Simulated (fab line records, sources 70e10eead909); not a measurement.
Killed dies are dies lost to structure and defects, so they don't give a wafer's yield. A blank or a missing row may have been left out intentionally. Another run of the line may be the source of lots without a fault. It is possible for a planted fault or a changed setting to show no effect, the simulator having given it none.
Which tool was responsible?	flow nand_harc	Sampling: 24 lots, 72 wafers, 6 of 1302 route steps

WHAT EACH GAUGE READ, for each wafer
NHARC_A_SLIT_INSPECT_11. Usual: raw_defect_count 64, standard deviation 28.
lot	measured	on	raw_defect_count	flag
L074	day 19 10:58	defect_inspect-01	115 115 104	
L076	day 20 10:10	defect_inspect-01	79 72 68	
L075	day 20 11:35	defect_inspect-02	75 71 91	
L079	day 21 02:47	defect_inspect-02	119 101 128	
L077	day 21 03:31	defect_inspect-01	79 84 79	
L078	day 21 04:25	defect_inspect-02	63 54 62	
L081	day 22 05:04	defect_inspect-01	65 55 57	
L080	day 22 22:53	defect_inspect-02	95 117 108	
L082	day 23 12:11	defect_inspect-01	67 68 77	
L084	day 23 13:01	defect_inspect-02	86 64 88	
L083	day 24 01:15	defect_inspect-01	21 17 17	
L086	day 24 01:25	defect_inspect-01	25 34 32	
L087	day 24 16:20	defect_inspect-01	85 79 82	
L085	day 24 17:55	defect_inspect-02	66 52 71	
L090	day 26 02:41	defect_inspect-01	47 46 41	
L091	day 26 03:43	defect_inspect-02	71 69 51	
L089	day 26 04:38	defect_inspect-02	52 49 40	
L088	day 26 06:34	defect_inspect-02	58 71 62	
L092	day 27 06:28	defect_inspect-02	66 89 68	
L093	day 28 00:15	defect_inspect-01	79 54 56	
L094	day 28 01:44	defect_inspect-02	67 40 53	
L095	day 28 03:50	defect_inspect-01	27 26 28	
L096	day 29 07:40	defect_inspect-02	73 75 75	
L097	day 30 02:19	defect_inspect-02	5 11 14	

NHARC_A_CONTACT_CD_MEAS_69 targets a cd of 300 nm. Usual: cd_nm 299.9 nm, standard deviation 0.44.
lot	measured	on	cd_nm (nm)	flag
L074	day 21 11:01	cd_sem-01	300.1 300.0 300.8	
L076	day 22 12:07	cd_sem-01	300.6 299.4 300.3	
L075	day 22 11:40	cd_sem-01	299.4 299.7 299.4	
L079	day 23 06:22	cd_sem-03	299.8 300.3 299.8	
L077	day 23 05:49	cd_sem-02	300.2 299.8 300.6	
L078	day 23 05:28	cd_sem-03	300.1 299.9 299.1	
L081	day 24 05:40	cd_sem-02	300.0 299.8 299.8	
L080	day 24 23:03	cd_sem-03	299.2 299.3 300.1	
L082	day 25 15:38	cd_sem-03	300.4 300.8 300.1	
L084	day 25 16:22	cd_sem-03	300.1 300.1 299.6	
L083	day 26 00:50	cd_sem-02	300.2 300.2 299.4	
L086	day 26 10:26	cd_sem-01	300.3 299.4 299.5	
L087	day 27 00:52	cd_sem-01	299.9 299.6 299.3	
L085	day 26 22:22	cd_sem-02	300.1 300.3 299.9	
L090	day 28 04:58	cd_sem-03	300.2 300.1 300.4	
L091	day 28 08:56	cd_sem-02	299.6 299.6 300.2	
L089	day 28 09:09	cd_sem-03	298.9 299.2 300.0	
L088	day 28 09:59	cd_sem-03	299.9 299.6 299.1	
L092	day 29 07:07	cd_sem-01	299.4 300.3 300.5	
L093	day 30 00:12	cd_sem-03	299.3 299.8 300.0	
L094	day 29 23:22	cd_sem-01	300.2 299.3 299.5	
L095	day 30 06:32	cd_sem-02	300.0 299.4 299.6	
L096	day 31 07:03	cd_sem-01	300.1 299.9 299.8	
L097	day 32 05:34	cd_sem-02	300.2 300.0 299.8	

WHAT TOOL EACH LOT RAN ON (gives the tool, then ch and the chambers of the sampled wafers, and finally the start)
lot	NHARC_A_SLIT_ETCH_29	NHARC_A_CONTACT_ETCH_50	NHARC_A_CONTACT_ETCH_51	NHARC_A_CONTACT_ETCH_119
L074	rie_diel-07 ch 0,2,3, day 19 17:10	rie_diel-11 ch 0,2,3, day 21 03:54 or earlier	rie_diel-11 ch 0,1,2, day 21 03:54 or earlier	har_cap_etch-03 ch 0,1, day 21 03:54
L076	rie_diel-13 ch 0,1,3, day 20 16:02	rie_diel-11 ch 0,1,2, day 22 04:52 or earlier	rie_diel-11 ch 2,3, day 22 04:52 or earlier	har_cap_etch-03 ch 0,1, day 22 04:52
L075	rie_diel-01 ch 1,3, day 20 17:24	rie_diel-10 ch 1,2, day 22 04:37 or earlier	rie_diel-10 ch 1,2,3, day 22 04:37 or earlier	har_cap_etch-02 ch 1, day 22 04:37
L079	rie_diel-13 ch 1,2,3, day 21 08:41	rie_diel-11 ch 0,2,3, day 22 23:22 or earlier	rie_diel-11 ch 0,2,3, day 22 23:22 or earlier	har_cap_etch-03 ch 0,1, day 22 23:22
L077	rie_diel-01 ch 1,3, day 21 09:22	rie_diel-03 ch 0,1,2, day 22 22:35 or earlier	rie_diel-03 ch 1,3, day 22 22:35 or earlier	har_cap_etch-01 ch 0,1, day 22 22:35
L078	rie_diel-07 ch 1,2,3, day 21 12:26	rie_diel-11 ch 0,2,3, day 22 22:34 or earlier	rie_diel-11 ch 0,2,3, day 22 22:34 or earlier	har_cap_etch-02 ch 0,1, day 22 22:34
L081	rie_diel-13 ch 0,1,3, day 22 12:17	rie_diel-03 ch 1,2,3, day 23 22:54 or earlier	rie_diel-03 ch 0,1,3, day 23 22:54 or earlier	har_cap_etch-03 ch 0,1, day 23 22:54
L080	rie_diel-13 ch 2,3, day 23 04:49	rie_diel-11 ch 0,2,3, day 24 16:10 or earlier	rie_diel-11 ch 2,3, day 24 16:10 or earlier	har_cap_etch-01 ch 0,1, day 24 16:10
L082	rie_diel-07 ch 0,2, day 23 19:55	rie_diel-10 ch 0,1,3, day 25 08:47 or earlier	rie_diel-10 ch 0,3, day 25 08:47 or earlier	har_cap_etch-01 ch 0,1, day 25 08:47
L084	rie_diel-01 ch 0,3, day 23 22:01	rie_diel-11 ch 0,1, day 25 08:28 or earlier	rie_diel-11 ch 0,1, day 25 08:28 or earlier	har_cap_etch-03 ch 0,1, day 25 08:28
L083	rie_diel-07 ch 1,2,3, day 24 07:04	rie_diel-11 ch 0,2, day 25 18:03 or earlier	rie_diel-11 ch 0,1,2, day 25 18:03 or earlier	har_cap_etch-03 ch 0,1, day 25 18:03
L086	rie_diel-07 ch 0,1,3, day 24 10:40	rie_diel-11 ch 2,3, day 26 00:37 or earlier	rie_diel-11 ch 0,1,2, day 26 00:37 or earlier	har_cap_etch-03 ch 0,1, day 26 00:37
L087	rie_diel-13 ch 0,2,3, day 24 22:10	rie_diel-10 ch 0,1,3, day 26 16:01 or earlier	rie_diel-10 ch 0,2,3, day 26 16:01 or earlier	har_cap_etch-02 ch 0,1, day 26 16:01
L085	rie_diel-07 ch 0,1,3, day 24 23:44	rie_diel-10 ch 0,2,3, day 26 14:54 or earlier	rie_diel-10 ch 0,2, day 26 14:54 or earlier	har_cap_etch-01 ch 0, day 26 14:54
L090	rie_diel-01 ch 0,1,3, day 26 08:27	rie_diel-11 ch 0,3, day 27 21:05 or earlier	rie_diel-11 ch 2,3, day 27 21:05 or earlier	har_cap_etch-02 ch 0,1, day 27 21:05
L091	rie_diel-13 ch 1,2,3, day 26 09:34	rie_diel-11 ch 1,2,3, day 27 21:52 or earlier	rie_diel-11 ch 1,2,3, day 27 21:52 or earlier	har_cap_etch-03 ch 0,1, day 27 21:52
L089	rie_diel-13 ch 1,3, day 26 12:19	rie_diel-10 ch 0,3, day 28 01:40 or earlier	rie_diel-10 ch 0,1,2, day 28 01:40 or earlier	har_cap_etch-01 ch 1, day 28 01:40
L088	rie_diel-01 ch 1,2,3, day 26 13:25	rie_diel-11 ch 0,1,3, day 28 01:38 or earlier	rie_diel-11 ch 1,2,3, day 28 01:38 or earlier	har_cap_etch-02 ch 0,1, day 28 01:38
L092	rie_diel-07 ch 1,2, day 27 12:52	rie_diel-10 ch 0,1,2, day 29 00:22 or earlier	rie_diel-10 ch 0,2,3, day 29 00:22 or earlier	har_cap_etch-01 ch 0,1, day 29 00:22
L093	rie_diel-13 ch 1,3, day 28 06:08	rie_diel-10 ch 2,3, day 29 16:31 or earlier	rie_diel-10 ch 0,1,2, day 29 16:31 or earlier	har_cap_etch-01 ch 0,1, day 29 16:31
L094	rie_diel-13 ch 0,2,3, day 28 07:37	rie_diel-11 ch 0,2,3, day 29 16:07 or earlier	rie_diel-11 ch 0,1,2, day 29 16:07 or earlier	har_cap_etch-02 ch 0,1, day 29 16:07
L095	rie_diel-07 ch 2,3, day 28 09:54	rie_diel-11 ch 0,1,3, day 29 22:10 or earlier	rie_diel-11 ch 1,2, day 29 22:10 or earlier	har_cap_etch-02 ch 1, day 29 22:10
L096	rie_diel-01 ch 0,3, day 29 13:25	rie_diel-11 ch 0,2,3, day 31 00:20 or earlier	rie_diel-11 ch 0,2,3, day 31 00:20 or earlier	har_cap_etch-03 ch 0,1, day 31 00:20
L097	rie_diel-01 ch 0,1,3, day 30 09:19	rie_diel-11 ch 0,1,2, day 31 19:34 or earlier	rie_diel-11 ch 1,2,3, day 31 19:34 or earlier	har_cap_etch-01 ch 0,1, day 31 19:34
- NHARC_A_SLIT_ETCH_29: etches the open film in CF4/O2, target depth 100 nm, overetch 10 nm, time 55 s.
- NHARC_A_CONTACT_ETCH_50: etches the open film in CF4/CHF3, target depth 121 nm, time 60.5 s.
- NHARC_A_CONTACT_ETCH_51: etches the open film in O2/COS, target depth 7000 nm, time 1820 s.
- NHARC_A_CONTACT_ETCH_119: etches the open film in C4F8/O2/Ar, time 190 s, target depth 1850 nm.

WHAT THE TOOLS THEMSELVES READ (means of the sampled wafers that have a number; where no wafer has one, the mark that the record gives instead)
NHARC_A_SLIT_ETCH_29. Usual: drypump_motor_current_A 5.9 A (standard deviation 0.45); mfc_ar_sccm 0.012 sccm (standard deviation 0.012); oes_f_703_au 1.000 a.u. (standard deviation 0.0046); oes_product_au 1.000 a.u. (standard deviation 0.0075); rf_vpp_V 197.7 V (standard deviation 1.2); showerhead_plenum_p_Torr 1.34 Torr (standard deviation 0.047); throttle_valve_pct 13.399 % (standard deviation 0.0089).
lot	tool	drypump_motor_current_A (A)	mfc_ar_sccm (sccm)	oes_f_703_au (a.u.)	oes_product_au (a.u.)	rf_vpp_V (V)	showerhead_plenum_p_Torr (Torr)	throttle_valve_pct (%)	flag
L074	rie_diel-07	5.5	0.018	1.002	1.004	197.6	1.35	13.402	
L076	rie_diel-13	6.2	0.011	0.999	0.999	198.2	1.34	13.405	
L075	rie_diel-01	6.1	0.009	1.004	1.002	198.1	1.36	13.391	
L079	rie_diel-13	6.1	0.011	0.999	1.006	198.3	1.36	13.396	
L077	rie_diel-01	6.1	0.009	1.002	1.004	196.9	1.36	13.400	
L078	rie_diel-07	5.8	0.018	0.999	1.007	198.5	1.35	13.404	
L081	rie_diel-13	6.2	0.011	0.998	1.000	198.2	1.34	13.398	
L080	rie_diel-13	5.9	0.017	0.998	0.997	198.1	1.36	13.390	
L082	rie_diel-07	5.5	0.015	0.998	1.007	198.0	1.32	13.402	
L084	rie_diel-01	6.0	0.019	1.001	0.996	198.1	1.36	13.393	
L083	rie_diel-07	5.8	0.018	0.999	1.008	196.8	1.35	13.394	
L086	rie_diel-07	5.8	0.024	0.998	1.000	197.4	1.30	13.408	
L087	rie_diel-13	5.8	0.009	0.998	0.987	197.2	1.32	13.406	
L085	rie_diel-07	5.7	0.024	0.999	1.000	197.6	1.31	13.401	
L090	rie_diel-01	5.9	0.009	0.998	1.000	198.0	1.35	13.398	
L091	rie_diel-13	6.1	0.011	1.004	0.996	198.0	1.36	13.399	
L089	rie_diel-13	6.3	0.019	1.002	0.989	198.5	1.39	13.410	
L088	rie_diel-01	5.9	0.009	0.996	1.003	197.1	1.34	13.391	
L092	rie_diel-07	6.2	0.015	1.003	1.001	197.9	1.33	13.408	
L093	rie_diel-13	6.3	0.019	0.998	0.994	198.8	1.39	13.393	
L094	rie_diel-13	5.8	0.009	1.001	0.991	197.7	1.32	13.398	
L095	rie_diel-07	5.5	0.021	1.000	1.006	199.0	1.37	13.406	
L096	rie_diel-01	6.0	0.019	1.002	1.004	197.9	1.36	13.395	
L097	rie_diel-01	5.9	0.009	0.999	1.004	198.9	1.35	13.397	

NHARC_A_CONTACT_ETCH_50. Usual: drypump_motor_current_A 5.7 A, standard deviation 0.43; mfc_ar_sccm 0.011 sccm, standard deviation 0.013; oes_product_au 0.956 a.u., standard deviation 0.021; rf_vpp_V 370.8 V, standard deviation 2; showerhead_plenum_p_Torr 1.58 Torr, standard deviation 0.057; throttle_valve_pct 16.802 %, standard deviation 0.0088.
lot	tool	drypump_motor_current_A (A)	mfc_ar_sccm (sccm)	oes_product_au (a.u.)	rf_vpp_V (V)	showerhead_plenum_p_Torr (Torr)	throttle_valve_pct (%)	flag
L074	rie_diel-11	5.5	0.023	0.968	370.1	1.57	16.805	
L076	rie_diel-11	5.5	0.012	0.968	370.3	1.56	16.802	
L075	rie_diel-10	6.1	0.008	0.926	369.8	1.55	16.803	
L079	rie_diel-11	5.5	0.023	0.977	370.1	1.57	16.806	
L077	rie_diel-03	6.0	0.000	0.919	373.0	1.65	16.803	
L078	rie_diel-11	5.5	0.023	0.973	370.4	1.57	16.811	
L081	rie_diel-03	6.1	0.001	0.933	372.8	1.63	16.793	
L080	rie_diel-11	5.5	0.023	0.926	369.7	1.57	16.799	
L082	rie_diel-10	5.6	0.000	0.923	371.8	1.60	16.797	
L084	rie_diel-11	5.4	0.009	0.977	372.0	1.59	16.801	
L083	rie_diel-11	5.2	0.021	0.930	368.6	1.52	16.801	
L086	rie_diel-11	5.8	0.017	0.955	370.6	1.57	16.797	
L087	rie_diel-10	5.7	0.000	0.959	371.7	1.60	16.805	
L085	rie_diel-10	5.8	0.004	0.956	370.4	1.55	16.804	
L090	rie_diel-11	5.2	0.029	0.967	370.3	1.56	16.803	
L091	rie_diel-11	5.8	0.014	0.972	371.4	1.60	16.800	
L089	rie_diel-10	5.7	0.000	0.966	370.4	1.56	16.801	
L088	rie_diel-11	5.5	0.020	0.952	371.4	1.59	16.806	
L092	rie_diel-10	6.0	0.004	0.932	370.6	1.57	16.805	
L093	rie_diel-10	6.0	0.008	0.964	368.5	1.51	16.808	
L094	rie_diel-11	5.5	0.023	0.973	369.9	1.56	16.802	
L095	rie_diel-11	5.5	0.020	0.971	371.9	1.59	16.805	
L096	rie_diel-11	5.6	0.023	0.958	370.8	1.56	16.804	
L097	rie_diel-11	5.5	0.012	0.975	369.6	1.55	16.802	

NHARC_A_CONTACT_ETCH_51. Usual: drypump_motor_current_A 5.7 A, standard deviation 0.43; mfc_ar_sccm 0.012 sccm, standard deviation 0.013; oes_product_au 1.001 a.u., standard deviation 0.0072; rf_vpp_V 314.3 V, standard deviation 1.7; showerhead_plenum_p_Torr 3.13 Torr, standard deviation 0.11; throttle_valve_pct 28.331 %, standard deviation 0.0096.
lot	tool	drypump_motor_current_A (A)	mfc_ar_sccm (sccm)	oes_product_au (a.u.)	rf_vpp_V (V)	showerhead_plenum_p_Torr (Torr)	throttle_valve_pct (%)	flag
L074	rie_diel-11	5.5	0.012	1.005	313.8	3.10	28.343	
L076	rie_diel-11	5.9	0.026	1.004	314.9	3.20	28.335	
L075	rie_diel-10	5.8	0.004	1.000	314.2	3.14	28.334	
L079	rie_diel-11	5.5	0.023	1.002	314.9	3.11	28.329	
L077	rie_diel-03	5.8	0.003	1.007	316.0	3.24	28.335	
L078	rie_diel-11	5.5	0.023	1.001	314.1	3.11	28.337	
L081	rie_diel-03	5.8	0.001	0.999	316.2	3.28	28.323	
L080	rie_diel-11	5.8	0.017	1.004	314.0	3.12	28.340	
L082	rie_diel-10	5.6	0.000	1.000	314.6	3.12	28.325	
L084	rie_diel-11	5.4	0.009	1.005	314.9	3.15	28.334	
L083	rie_diel-11	5.5	0.012	1.011	314.5	3.09	28.333	
L086	rie_diel-11	5.5	0.012	1.009	313.6	3.09	28.338	
L087	rie_diel-10	5.8	0.004	0.999	313.4	3.06	28.332	
L085	rie_diel-10	6.2	0.008	1.005	312.6	3.02	28.330	
L090	rie_diel-11	5.8	0.026	0.996	314.8	3.19	28.318	
L091	rie_diel-11	5.8	0.014	0.995	314.5	3.17	28.333	
L089	rie_diel-10	6.1	0.004	1.004	314.1	3.11	28.327	
L088	rie_diel-11	5.8	0.014	0.996	314.8	3.17	28.328	
L092	rie_diel-10	5.9	0.004	1.006	313.6	3.05	28.338	
L093	rie_diel-10	6.0	0.004	1.012	313.7	3.10	28.332	
L094	rie_diel-11	5.5	0.012	0.996	313.7	3.08	28.334	
L095	rie_diel-11	5.8	0.006	0.999	313.1	3.09	28.335	
L096	rie_diel-11	5.5	0.023	0.994	313.9	3.10	28.335	
L097	rie_diel-11	5.8	0.014	1.002	314.9	3.16	28.328	

THE ANSWER, worked out from the rows above alone
Rule: take the mean of a lot's wafers that have a number; if it is more than 3 standard deviations from the usual mean, the lot is off. A lot without any number at a reading at which 4 lots or more have one is off too. Any other lot the step has rows for is counted as sound. The gauges are gone through in route order, then the tools' own readings, and for those a lot's mean is taken as printed above. At the first step where some lot is off, the reading lying furthest off is the one used; lots without a number count as furthest.
No lot is off at any reading shown: from this, nothing can be told.

WHAT WAS PUT IN BY THE SIMULATOR
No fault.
